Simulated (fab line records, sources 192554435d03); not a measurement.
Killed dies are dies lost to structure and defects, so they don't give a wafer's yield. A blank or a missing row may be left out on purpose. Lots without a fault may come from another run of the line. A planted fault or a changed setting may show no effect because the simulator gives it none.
A struck lot beside a sound one | flow n5_finfet | 21 steps out of a route of 1938
Sound: wafers L579.1, L579.4, L579.6. Struck: wafers L581.2, L581.3, L581.4. The cause comes at the end.
At each step with rows: each side's tool, then ch and its chambers, then its first start. Under that, the readings that differ: sound wafers | struck wafers | difference of the means | sigmas: that difference in standard deviations of wafers without a fault.
alike: readings whose means differ by less than 2 such deviations, and words and numbers that are the same on both sides. not compared: withheld readings, readings that some wafer has no value for, bounds like >300 that may hide the same value, and numbers for which the record gives no deviation and whose values overlap.
The two part at a step that has a row with sigmas, a row that says differs or no value, or rows on one side only. Numbers that don't overlap but have no deviation are shown without sigmas and don't part them. A reading that every wafer of one side lacks parts them only if that side has two wafers or more.

first, 6 steps without rows for these wafers: N5_BEOL_M4_COAT_05 (resist thk 30 nm); N5_BEOL_M4_EBR_07; N5_BEOL_M4_SOFTBAKE_06 (time 60 s); N5_BEOL_M4_EXPOSE_08 (exposes mask M4); N5_BEOL_M4_PEB_09 (peb time 60 s); N5_BEOL_M4_DEVELOP_10 (develop time 30 s).
N5_BEOL_M4_CD_MEAS_11: target cd 16.79 nm.
  sound on cd_sem-01 ch 0, day 8 05:05; struck on cd_sem-01 ch 0, day 9 03:13
  alike: cd_nm
N5_BEOL_M4_OVL_MEAS_12:
  sound on overlay-02 ch 0, day 8 05:07; struck on overlay-01 ch 0, day 9 03:15
  alike: M4_OVL
N5_BEOL_M4_INSPECT_13: inspects for defects (brightfield).
  sound on defect_inspect-02, day 8 05:10; struck on defect_inspect-02, day 9 03:18
  alike: raw_defect_count
N5_BEOL_M4_DESCUM_16: chemistry O2, time 7 s.
  sound on rie_diel-04 ch 1,3, day 8 05:12; struck on rie_diel-04 ch 1,2, day 9 03:20
  alike: drypump_motor_current_A, oes_product_au, rf_vpp_V, showerhead_plenum_p_Torr, throttle_valve_pct
  not compared: rf_hours_counter_h
N5_BEOL_M4_ETCH_74: etches underlayer in N2/H2, target depth 6.5 nm, time 5.2 s.
  sound on rie_diel-04 ch 1,3, day 8 05:14; struck on rie_diel-04 ch 1,2, day 9 03:23
  reading    | sound             | struck            | difference | sigmas
  bias_w (W) | 149.3 149.7 149.9 | 150.5 150.7 150.5 | +0.9       | +2
  alike: chamber_pressure_mTorr, drypump_motor_current_A, etch_rf_on_time_s, oes_product_au, rf_vpp_V, showerhead_plenum_p_Torr, throttle_valve_pct
  not compared: rf_hours_counter_h
N5_BEOL_M4_ETCH_63: etches SiARC in CF4, target depth 15.6 nm, time 26 s.
  sound on rie_diel-04 ch 1,3, day 8 05:15; struck on rie_diel-04 ch 1,2, day 9 03:25
  alike: bias_w, cf4_flow_sccm, drypump_motor_current_A, etch_rf_on_time_s, oes_product_au, rf_vpp_V, showerhead_plenum_p_Torr, throttle_valve_pct
  not compared: rf_hours_counter_h
N5_BEOL_M4_ETCH_64: etches SOC in N2/H2, target depth 75 nm, overetch 22.5 nm, time 121.9 s.
  sound on rie_diel-04 ch 1,3, day 8 05:17; struck on rie_diel-04 ch 1,2, day 9 03:28
  no value came back on the struck wafers for any of 7 readings (bias_w (W), chamber_pressure_mTorr (mTorr) and others); on the sound wafers bias_w (W) reads 150.4 150.0 150.3
  reading                                         | sound     | struck     | difference | sigmas
  model.CAR-EUV_of_BEOL_M4_COAT_05.thk_nm (nm)    | 0 0 0     | 11.2 11 11 | +11.1      |
  model.SiARC_of_BEOL_M4_COAT_62.thk_nm (nm)      | 6.4 6.4 6 | 12 12 12   | +6         |
  model.underlayer_of_BEOL_M4_COAT_73.thk_nm (nm) | 0 0 0     | 5 5 5      | +5         |
  not compared: rf_hours_counter_h
then, 2 steps without rows for these wafers: N5_BEOL_M4_STRIP_65 (strips in N2/H2); N5_BEOL_M4_STRIP_75 (strips in N2/H2).
N5_BEOL_M4_STRIP_66: strips in CF4.
  sound on rie_diel-04 ch 1,3, day 8 05:25; struck on rie_diel-04 ch 1,2, day 9 03:40
  alike: drypump_motor_current_A, oes_product_au, rf_vpp_V, showerhead_plenum_p_Torr, throttle_valve_pct
  not compared: rf_hours_counter_h
N5_BEOL_M4_HM_OPEN_17: chemistry Cl2/BCl3, target TiN, target depth 20 nm, overetch 6 nm.
  sound on rie_metal-01 ch 0,1, day 8 05:27; struck on rie_metal-03 ch 0,1, day 9 03:43
  reading                | sound             | struck            | difference | sigmas
  oes_product_au (a.u.)  | 0.71 0.70 0.76    | 0.28 0.34 0.27    | -0.43      | -9
  throttle_valve_pct (%) | 22.18 22.21 21.96 | 22.71 22.46 22.73 | +0.52      | +3
  alike: bcl3_flow_sccm, drypump_motor_current_A
  not compared: rf_hours_counter_h
N5_BEOL_M4_STRIP_19: strips in O2.
  sound on rie_diel-04 ch 1,2,3, day 8 05:34; struck on rie_diel-06 ch 1,2,3, day 9 03:49
  alike: drypump_motor_current_A, oes_product_au, rf_vpp_V, showerhead_plenum_p_Torr, throttle_valve_pct
  not compared: rf_hours_counter_h
N5_BEOL_M4_CD_MEAS_18: pitch 36 nm, target cd 18 nm.
  sound on cd_sem-01, day 8 05:38; struck on cd_sem-02, day 9 03:53
  reading    | sound          | struck | difference                    | sigmas
  cd_nm (nm) | 18.4 17.5 18.0 | - - -  | no value on the struck wafers |
then, 1 step without rows for these wafers: N5_BEOL_M4_COAT_67 (time 60 s, resist thk 60 nm).
N5_BEOL_M4_RC_MEAS_101:
  the record has rows for the sound wafers here (prober-02 ch 0, day 8 16:49) and none for the struck ones

WHERE THEY PART
First at N5_BEOL_M4_ETCH_74; last, within this record, at N5_BEOL_M4_RC_MEAS_101.

WHY: what the simulator had put in
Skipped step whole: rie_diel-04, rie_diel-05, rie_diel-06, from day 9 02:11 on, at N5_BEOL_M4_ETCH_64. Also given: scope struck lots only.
